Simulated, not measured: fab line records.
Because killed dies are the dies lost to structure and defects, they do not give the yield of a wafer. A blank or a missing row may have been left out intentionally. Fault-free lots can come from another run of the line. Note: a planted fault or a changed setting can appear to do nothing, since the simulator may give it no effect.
Which tool is to blame?    flow n5Finfet    Sampling: 24 lots, 72 wafers, 6 of 1938 route steps

WHAT THE GAUGES SHOWED, per wafer
N5_FIN_SAQP_THK_MEAS_07. Usual: thkNm reads 59.9 nm (standard deviation 0.93).
lot   measured     on            thkNm (nm)      flag
L074  day 1 21:58  filmMetro-01  59.4 59.2 60.1  
L075  day 2 03:32  filmMetro-02  58.8 60.2 60.2  
L076  day 2 09:31  filmMetro-02  59.6 60.7 60.7  
L077  day 2 15:52  filmMetro-01  59.5 58.1 60.8  
L078  day 2 21:18  filmMetro-02  59.8 59.6 60.5  
L079  day 3 02:47  filmMetro-02  59.4 61.3 60.3  
L080  day 3 08:58  filmMetro-01  59.1 59.5 60.5  
L081  day 3 15:31  filmMetro-01  58.8 60.1 61.2  
L082  day 3 22:44  filmMetro-02  59.2 60.2 60.2  
L083  day 4 03:58  filmMetro-02  60.5 62.1 60.3  
L084  day 4 09:17  filmMetro-01  58.4 58.0 59.3  
L085  day 4 15:05  filmMetro-01  59.0 59.8 59.2  
L086  day 4 22:07  filmMetro-01  60.1 59.0 60.3  
L087  day 5 04:29  filmMetro-01  59.7 60.2 60.8  
L088  day 5 08:58  filmMetro-01  59.1 58.7 59.7  
L089  day 5 17:05  filmMetro-01  59.1 61.1 58.4  
L090  day 5 20:47  filmMetro-02  60.1 61.8 59.8  
L091  day 6 05:13  filmMetro-02  60.2 58.9 59.8  
L092  day 6 11:40  filmMetro-02  59.1 59.7 61.2  
L093  day 6 16:43  filmMetro-02  60.3 60.8 60.2  
L094  day 6 21:53  filmMetro-01  60.5 59.5 60.7  
L095  day 7 03:05  filmMetro-01  59.1 60.2 59.7  
L096  day 7 10:01  filmMetro-01  61.1 62.2 60.8  
L097  day 7 15:20  filmMetro-01  58.4 59.5 60.2  

N5_FIN_CUT_OVL_MEAS_09. Usual: FIN_CUT_OVL gives -0.2 nm (standard deviation 0.64).
lot   measured     on          FIN_CUT_OVL (nm)  flag
L074  day 2 03:39  overlay-01  0.2 -0.4 0.1      
L075  day 2 08:49  overlay-01  0.7 0.6 -0.3      
L076  day 2 15:43  overlay-01  0.3 0.0 -0.1      
L077  day 2 20:56  overlay-01  0.4 -0.1 -0.8     
L078  day 3 02:38  overlay-01  0.3 0.3 -0.4      
L079  day 3 08:05  overlay-02  -0.8 -0.1 -0.2    
L080  day 3 14:12  overlay-02  -0.7 -1.8 -2.0    
L081  day 3 20:56  overlay-01  -0.6 -0.3 -0.1    
L082  day 4 04:25  overlay-02  -0.9 -1.3 -1.2    
L083  day 4 09:18  overlay-01  -0.3 -0.1 0.0     
L084  day 4 15:31  overlay-02  -0.7 0.1 0.0      
L085  day 4 21:10  overlay-01  -0.2 -0.2 0.2     
L086  day 5 05:22  overlay-01  -0.8 -0.7 -0.7    
L087  day 5 11:01  overlay-01  -0.2 -0.3 0.2     
L088  day 5 14:59  overlay-01  -0.4 0.2 0.1      
L089  day 5 22:24  overlay-01  0.1 0.3 -0.3      
L090  day 6 03:31  overlay-02  0.0 1.3 0.4       
L091  day 6 11:39  overlay-02  -0.7 -1.3 -1.4    
L092  day 6 16:44  overlay-01  -0.9 -0.7 -1.3    
L093  day 6 22:19  overlay-02  0.0 0.7 0.0       
L094  day 7 03:55  overlay-01  0.1 -0.3 -0.2     
L095  day 7 08:52  overlay-01  -0.1 0.0 -0.4     
L096  day 7 15:35  overlay-01  0.8 0.9 1.1       
L097  day 7 20:35  overlay-02  -0.6 -0.6 0.0     

N5_STI_FIN_REVEAL_THK_MEAS_05. Usual: thkNm reads 132.5 nm (standard deviation 1.7).
lot   measured     on            thkNm (nm)         flag
L074  day 2 10:04  filmMetro-02  130.8 131.7 133.0  
L075  day 2 15:59  filmMetro-02  134.9 133.6 133.6  
L076  day 2 22:44  filmMetro-02  130.4 131.5 131.6  
L077  day 3 03:28  filmMetro-02  135.9 133.7 135.0  
L078  day 3 09:20  filmMetro-01  133.1 132.7 132.8  
L079  day 3 15:52  filmMetro-02  133.0 130.8 130.8  
L080  day 3 21:17  filmMetro-02  131.2 132.5 131.3  
L081  day 4 04:05  filmMetro-01  130.5 135.3 135.4  
L082  day 4 11:55  filmMetro-02  132.0 134.0 130.9  
L083  day 4 15:59  filmMetro-01  130.5 133.4 132.8  
L084  day 4 22:23  filmMetro-02  132.7 130.6 132.3  
L085  day 5 03:35  filmMetro-01  135.6 132.4 136.5  
L086  day 5 13:38  filmMetro-02  133.1 131.4 131.1  
L087  day 5 17:26  filmMetro-02  133.2 132.0 135.3  
L088  day 5 21:24  filmMetro-01  133.5 136.1 133.4  
L089  day 6 05:13  filmMetro-02  133.5 133.2 135.2  
L090  day 6 10:40  filmMetro-02  134.0 132.5 134.4  
L091  day 6 18:06  filmMetro-02  131.9 131.0 129.2  
L092  day 6 23:10  filmMetro-01  132.3 131.2 131.5  
L093  day 7 04:55  filmMetro-01  130.0 134.4 132.1  
L094  day 7 10:25  filmMetro-01  131.9 131.0 131.0  
L095  day 7 15:16  filmMetro-01  135.9 130.7 132.0  
L096  day 7 22:04  filmMetro-01  132.2 129.4 131.3  
L097  day 8 03:50  filmMetro-01  131.0 131.5 131.8  

TOOL THAT RAN EACH LOT (tool first, then ch and the chambers of the sampled wafers, then the start)
lot   N5_FIN_SAQP_PECVD_06            N5_FIN_SAQP_DESCUM_21             N5_FIN_SAQP_MANDREL2_REMOVE_60
L074  pecvd-01 ch 0,1, day 1 21:53    rieDiel-01 ch 1,2, day 1 22:35    rieSi-04 ch 0,2, day 2 02:28
L075  pecvd-01 ch 0,1, day 2 03:24    rieDiel-05 ch 0,1, day 2 04:07    rieSi-03 ch 1,2,3, day 2 07:39
L076  pecvd-01 ch 0,1,2, day 2 09:25  rieDiel-01 ch 0,1, day 2 10:07    rieSi-03 ch 1,2, day 2 14:41
L077  pecvd-03 ch 0,1, day 2 15:44    rieDiel-05 ch 2,3, day 2 16:22    rieSi-01 ch 0,2, day 2 19:55
L078  pecvd-01 ch 0,1, day 2 21:13    rieDiel-04 ch 0,1,3, day 2 21:53  rieSi-03 ch 0,1,2, day 3 01:32
L079  pecvd-04 ch 0,1,2, day 3 02:41  rieDiel-05 ch 2,3, day 3 03:26    rieSi-01 ch 1,2,3, day 3 06:56
L080  pecvd-01 ch 0,2, day 3 08:53    rieDiel-01 ch 0,2, day 3 09:34    rieSi-03 ch 0,2,3, day 3 13:10
L081  pecvd-04 ch 1,2, day 3 15:26    rieDiel-04 ch 1,2, day 3 15:59    rieSi-01 ch 0,1,3, day 3 19:47
L082  pecvd-03 ch 0,1,2, day 3 22:39  rieDiel-01 ch 0,1,3, day 3 23:12  rieSi-01 ch 0,2,3, day 4 03:16
L083  pecvd-04 ch 0,1,2, day 4 03:53  rieDiel-05 ch 0,1, day 4 04:30    rieSi-03 ch 0,1, day 4 08:16
L084  pecvd-01 ch 0,2, day 4 09:11    rieDiel-04 ch 2,3, day 4 09:44    rieSi-04 ch 0,2,3, day 4 14:29
L085  pecvd-04 ch 1,2, day 4 14:59    rieDiel-05 ch 0,2,3, day 4 15:50  rieSi-04 ch 0,2,3, day 4 19:58
L086  pecvd-01 ch 0,2, day 4 22:02    rieDiel-04 ch 1,2,3, day 4 22:35  rieSi-01 ch 0,1,2, day 5 04:03
L087  pecvd-01 ch 0, day 5 04:22      rieDiel-01 ch 1,2,3, day 5 05:04  rieSi-04 ch 0,2,3, day 5 09:55
L088  pecvd-03 ch 0,2, day 5 08:52    rieDiel-05 ch 2,3, day 5 09:53    rieSi-03 ch 0,1,2, day 5 13:41
L089  pecvd-01 ch 0,1, day 5 16:59    rieDiel-05 ch 1,2, day 5 17:41    rieSi-01 ch 0,1, day 5 21:14
L090  pecvd-03 ch 0,1, day 5 20:41    rieDiel-04 ch 1,2, day 5 22:19    rieSi-03 ch 2,3, day 6 02:26
L091  pecvd-03 ch 0,1,2, day 6 05:10  rieDiel-04 ch 0,1,3, day 6 06:41  rieSi-04 ch 0,1, day 6 10:35
L092  pecvd-01 ch 1,2, day 6 11:35    rieDiel-01 ch 0,1,2, day 6 12:15  rieSi-04 ch 1,2,3, day 6 15:43
L093  pecvd-01 ch 0,1,2, day 6 16:37  rieDiel-01 ch 2,3, day 6 17:17    rieSi-01 ch 1,2, day 6 21:10
L094  pecvd-04 ch 1,2, day 6 21:47    rieDiel-04 ch 0,1, day 6 22:28    rieSi-04 ch 1,2,3, day 7 02:29
L095  pecvd-03 ch 0,1, day 7 03:00    rieDiel-04 ch 1,2,3, day 7 03:49  rieSi-01 ch 0,1, day 7 07:46
L096  pecvd-04 ch 0,1,2, day 7 09:56  rieDiel-05 ch 2,3, day 7 10:44    rieSi-01 ch 0,3, day 7 14:26
L097  pecvd-03 ch 1,2, day 7 15:14    rieDiel-05 ch 1,2,3, day 7 15:55  rieSi-01 ch 0,2, day 7 19:23
- N5_FIN_SAQP_PECVD_06: deposits a-Si from SiH4/He, target thk 60 nm, time 48.1 s.
- N5_FIN_SAQP_DESCUM_21: chemistry O2, time 7.9 s.
- N5_FIN_SAQP_MANDREL2_REMOVE_60: chemistry HBr/Cl2/O2, target a-Si, stops on SiNx, bt time 10 s.

AS READ BY THE TOOLS THEMSELVES (means over the sampled wafers that have a number; for cases with no such wafer, the mark the record gives instead)
N5_FIN_SAQP_PECVD_06. Usual: heaterPowerW 825 W, standard deviation 98; showerheadPlenumPTorr 5.655 Torr, standard deviation 0.029; throttleValvePct 17.8 %, standard deviation 1.1.
lot   tool      heaterPowerW (W)  showerheadPlenumPTorr (Torr)  throttleValvePct (%)  flag
L074  pecvd-01  857               5.654                         17.3                  
L075  pecvd-01  841               5.646                         17.2                  
L076  pecvd-01  855               5.652                         17.5                  
L077  pecvd-03  759               5.623                         19.6                  
L078  pecvd-01  893               5.658                         16.9                  
L079  pecvd-04  846               5.664                         17.3                  
L080  pecvd-01  886               5.651                         17.7                  
L081  pecvd-04  791               5.668                         17.5                  
L082  pecvd-03  765               5.652                         18.2                  
L083  pecvd-04  838               5.648                         17.5                  
L084  pecvd-01  908               5.645                         17.5                  
L085  pecvd-04  718               5.673                         17.5                  
L086  pecvd-01  869               5.650                         17.7                  
L087  pecvd-01  821               5.654                         17.7                  
L088  pecvd-03  760               5.666                         17.6                  
L089  pecvd-01  909               5.657                         17.3                  
L090  pecvd-03  787               5.627                         19.7                  
L091  pecvd-03  735               5.661                         18.4                  
L092  pecvd-01  895               5.662                         17.5                  
L093  pecvd-01  871               5.660                         17.5                  
L094  pecvd-04  782               5.668                         17.5                  
L095  pecvd-03  794               5.631                         19.7                  
L096  pecvd-04  835               5.660                         17.6                  
L097  pecvd-03  716               5.662                         18.0                  

N5_FIN_SAQP_DESCUM_21. Usual: for biasPowerW, 20.00 W with a standard deviation of 0.058; for drypumpMotorCurrentA, 5.4 A with a standard deviation of 0.55; for oesProductAu, 0.74 a.u. with a standard deviation of 0.068; for rfVppV, 242.8 V with a standard deviation of 1.2; for showerheadPlenumPTorr, 2.06 Torr with a standard deviation of 0.056; for tempC, 39.99 C with a standard deviation of 0.12; for throttleValvePct, 20.40 % with a standard deviation of 0.18.
lot   tool        biasPowerW (W)  drypumpMotorCurrentA (A)  oesProductAu (a.u.)  rfVppV (V)  showerheadPlenumPTorr (Torr)  tempC (C)  throttleValvePct (%)  flag
L074  rieDiel-01  19.98           5.2                       0.74                 244.2       2.13                          39.96      20.42                 
L075  rieDiel-05  20.00           6.1                       0.71                 242.5       2.04                          39.81      20.23                 
L076  rieDiel-01  19.99           4.8                       0.72                 243.6       2.10                          40.04      20.40                 
L077  rieDiel-05  19.95           5.0                       0.81                 242.5       2.07                          40.11      20.38                 
L078  rieDiel-04  20.03           5.2                       0.72                 242.9       2.07                          40.03      20.53                 
L079  rieDiel-05  20.02           5.1                       0.87                 243.8       2.11                          39.95      20.21                 
L080  rieDiel-01  19.98           5.4                       0.70                 242.9       2.06                          39.90      20.39                 
L081  rieDiel-04  19.99           5.3                       0.71                 241.8       2.02                          40.01      20.45                 
L082  rieDiel-01  20.00           4.8                       0.71                 244.3       2.10                          40.00      20.40                 
L083  rieDiel-05  20.08           6.1                       0.70                 242.8       2.04                          40.00      20.28                 
L084  rieDiel-04  20.04           5.0                       0.72                 243.4       2.12                          39.97      20.53                 
L085  rieDiel-05  19.98           5.4                       0.77                 242.5       2.07                          39.96      20.26                 
L086  rieDiel-04  20.06           5.2                       0.71                 242.0       2.06                          39.95      20.50                 
L087  rieDiel-01  20.07           5.3                       0.71                 242.8       2.10                          39.94      20.42                 
L088  rieDiel-05  19.96           5.0                       0.80                 242.3       2.06                          39.97      20.41                 
L089  rieDiel-05  19.96           6.0                       0.79                 242.9       2.05                          39.97      20.29                 
L090  rieDiel-04  20.01           5.3                       0.71                 241.4       2.02                          40.07      20.47                 
L091  rieDiel-04  20.07           5.3                       0.69                 242.7       2.06                          40.07      20.57                 
L092  rieDiel-01  19.97           5.3                       0.71                 243.1       2.09                          39.91      20.44                 
L093  rieDiel-01  20.01           5.4                       0.69                 242.8       2.07                          40.00      20.37                 
L094  rieDiel-04  19.99           5.3                       0.68                 241.9       2.00                          39.90      20.56                 
L095  rieDiel-04  19.94           5.2                       0.70                 242.1       2.06                          39.95      20.53                 
L096  rieDiel-05  19.95           5.0                       0.78                 241.8       2.05                          40.06      20.43                 
L097  rieDiel-05  20.01           5.5                       0.77                 242.2       2.05                          39.97      20.38                 

N5_FIN_SAQP_MANDREL2_REMOVE_60. Usual: drypumpMotorCurrentA 5.9 A, standard deviation 0.32; oesProductAu 1.006 a.u., standard deviation 0.014; throttleValvePct 37.0 %, standard deviation 0.49.
lot   tool      drypumpMotorCurrentA (A)  oesProductAu (a.u.)  throttleValvePct (%)  flag
L074  rieSi-04  6.0                       0.995                37.5                  
L075  rieSi-03  5.8                       1.006                36.6                  
L076  rieSi-03  5.9                       1.005                36.3                  
L077  rieSi-01  6.1                       1.014                37.1                  
L078  rieSi-03  5.9                       1.012                36.7                  
L079  rieSi-01  6.1                       1.011                37.1                  
L080  rieSi-03  6.0                       1.003                37.0                  
L081  rieSi-01  5.8                       1.009                37.2                  
L082  rieSi-01  6.0                       1.016                37.2                  
L083  rieSi-03  6.1                       1.010                37.1                  
L084  rieSi-04  5.8                       0.992                37.2                  
L085  rieSi-04  5.8                       0.997                37.2                  
L086  rieSi-01  6.1                       1.023                36.9                  
L087  rieSi-04  5.8                       0.994                37.2                  
L088  rieSi-03  6.0                       1.009                36.7                  
L089  rieSi-01  5.9                       1.013                36.9                  
L090  rieSi-03  5.8                       0.976                36.8                  
L091  rieSi-04  6.1                       1.002                36.8                  
L092  rieSi-04  5.6                       1.000                36.7                  
L093  rieSi-01  6.3                       1.025                36.7                  
L094  rieSi-04  5.6                       0.998                36.7                  
L095  rieSi-01  5.9                       1.013                36.9                  
L096  rieSi-01  5.8                       1.011                37.6                  
L097  rieSi-01  6.4                       1.010                36.9                  

THE ANSWER, worked out from the rows above alone
Rule: a lot is off if the mean of its wafers that have a number lies more than 3 standard deviations from the usual mean. A lot without any number at a reading at which 4 lots or more have one is off too. Where the step has rows for the other lots, those lots are counted as sound. First the gauges in route order, then the tools' own readings, where a lot's mean is used as printed above. At the first step where some lot is off, the reading lying furthest off is the one used; lots without a number count as furthest.
No lot is off at any reading shown: from this, nothing can be told.

WHAT HAD BEEN PUT IN BY THE SIMULATOR
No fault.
